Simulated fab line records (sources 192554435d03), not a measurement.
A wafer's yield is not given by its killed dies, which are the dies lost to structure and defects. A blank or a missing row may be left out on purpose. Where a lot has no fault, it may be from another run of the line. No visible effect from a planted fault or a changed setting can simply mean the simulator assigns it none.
Split-lot experiment	flow n5Finfet	on a route of 1938 steps: 7 lots, 39 wafers read

SPLIT DETAILS
At N5_MIM_BOT_ETCH_ETCH_04 (etches SiNx in CF4/O2, target depth 26 nm, time 13 s), the setting timeS was moved away from the recipe's 13 s on 12 of the 39 wafers read, by -33.4% to +55.9%. This setting was run at the recipe's value on the other wafers.

The reading comes from the split's own step.

THE READING
MIM_BOT_ETCH.cdOffsetNm (the simulator's own value, which no gauge read), in nm, at N5_MIM_BOT_ETCH_ETCH_04 (etches SiNx in CF4/O2, target depth 26 nm, time 13 s). The file does not state a usual value for it. Across the 27 wafers here that went through the recipe, the average is 0.0 nm and the standard deviation 0.11 nm.

wafer	tool, chamber at the split	timeS as run, s	against the recipe	MIM_BOT_ETCH.cdOffsetNm, nm	against lot-mates on the recipe
L074.1	rieDiel-02, 0	13	recipe	0	-
L074.2	rieDiel-02, 2	13	recipe	0	-
L074.3	rieDiel-02, 1	13	recipe	0	-
L074.4	rieDiel-02, 3	13	recipe	0	-
L074.5	rieDiel-02, 2	13	recipe	0	-
L074.6	rieDiel-02, 3	13	recipe	0	-
L075.1	rieDiel-06, 0	13	recipe	-0.2	-
L075.2	rieDiel-06, 3	8.674	-33.3%	0.4	+0.5
L075.3	rieDiel-06, 1	8.674	-33.3%	0.6	+0.7
L075.4	rieDiel-06, 2	13	recipe	0	-
L075.5	rieDiel-06, 0	13	recipe	0	-
L075.6	rieDiel-06, 3	8.674	-33.3%	0.4	+0.5
L082.1	rieDiel-06, 3	8.661	-33.4%	0.4	+0.5
L082.2	rieDiel-06, 0	8.661	-33.4%	0.4	+0.5
L082.3	rieDiel-06, 1	8.661	-33.4%	0.6	+0.7
L082.4	rieDiel-06, 2	13	recipe	0	-
L082.5	rieDiel-06, 3	13	recipe	0	-
L082.6	rieDiel-06, 2	13	recipe	-0.2	-
L080.1	rieDiel-02, 0	13	recipe	0	-
L080.2	rieDiel-02, 1	13	recipe	0	-
L080.3	rieDiel-02, 3	18.3	+40.8%	-0.4	-0.4
L080.4	rieDiel-02, 2	13	recipe	0	-
L080.5	rieDiel-02, 3	18.3	+40.8%	-0.4	-0.4
L080.6	rieDiel-02, 2	18.3	+40.8%	-0.6	-0.6
L083.1	rieDiel-03, 2	13	recipe	0	-
L083.2	rieDiel-03, 3	13	recipe	0	-
L083.3	rieDiel-03, 1	20.27	+55.9%	-0.8	-0.7
L083.4	rieDiel-03, 0	20.27	+55.9%	-0.8	-0.7
L083.5	rieDiel-03, 0	13	recipe	-0.2	-
L083.6	rieDiel-03, 1	20.27	+55.9%	-0.8	-0.7
L088.1	rieDiel-03, 2	13	recipe	0	-
L088.2	rieDiel-03, 3	13	recipe	0.2	-
L088.3	rieDiel-03, 0	13	recipe	0	-
L088.4	rieDiel-03, 1	13	recipe	-0.2	-
L088.5	rieDiel-03, 3	13	recipe	0.2	-
L088.6	rieDiel-03, 2	13	recipe	0	-
L092.1	rieDiel-06, 1	13	recipe	0.2	-
L092.3	rieDiel-06, 0	13	recipe	0	-
L092.5	rieDiel-06, 1	13	recipe	0.2	-

FIT RESULTS
A straight line over all 39 wafers: MIM_BOT_ETCH.cdOffsetNm changes by -0.0136 nm for each +1% of timeS; r = -0.95; the points scatter about the line by 0.11 nm.
The same after taking each lot's own level away (the mean of its wafers on the recipe; 39 wafers): -0.0137 nm for each +1%; r = -0.96; scatter 0.097 nm.
Per that fit: largest timeS move, reading shift of 0.77 nm.
The span of the lots' own levels, -0.07 to 0.13 nm, comes to 1.8 times the standard deviation stated above.
The two slopes agree, so the slope changes little with the lot-to-lot level.
Check: -0.749 nm against its lot-mates is what the line predicts for one of the wafers moved furthest among these (+55.9%) when that wafer is left out of the fit. Against them it came out at -0.733 nm.

ADDITIONAL SPLITS CARRIED BY THESE WAFERS
These wafers also went through other splits before the reading. Each is held against what the fit with the lots' levels taken away leaves over:
other split on the same wafers	wafers away from the commonest value	r with MIM_BOT_ETCH.cdOffsetNm (lot level and that fit taken away)
N5_BEOL_M9_TRENCH_ETCH_37 timeS	15	-0.01
N5_BEOL_M14_SPUTTER_44 targetThkA	15	-0.03

THE WHOLE CHAIN: every reading that the file lists as answering this split, in the file's order
step	what it does	reading	change (the file's fit)	r (the file's)
N5_MIM_BOT_ETCH_ETCH_04	etches SiNx in CF4/O2, target depth 26 nm, time 13 s	etch.depthNm (the simulator's own value, which no gauge read)	+0.243 nm for each +1% of the setting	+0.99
N5_MIM_BOT_ETCH_ETCH_04	etches SiNx in CF4/O2, target depth 26 nm, time 13 s	MIM_BOT_ETCH.cdOffsetNm (the simulator's own value, which no gauge read)	-0.0136 nm for each +1% of the setting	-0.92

THE FILE'S OWN FIT
MIM_BOT_ETCH.cdOffsetNm changes by -0.0136 nm for each +1% of timeS, r = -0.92.
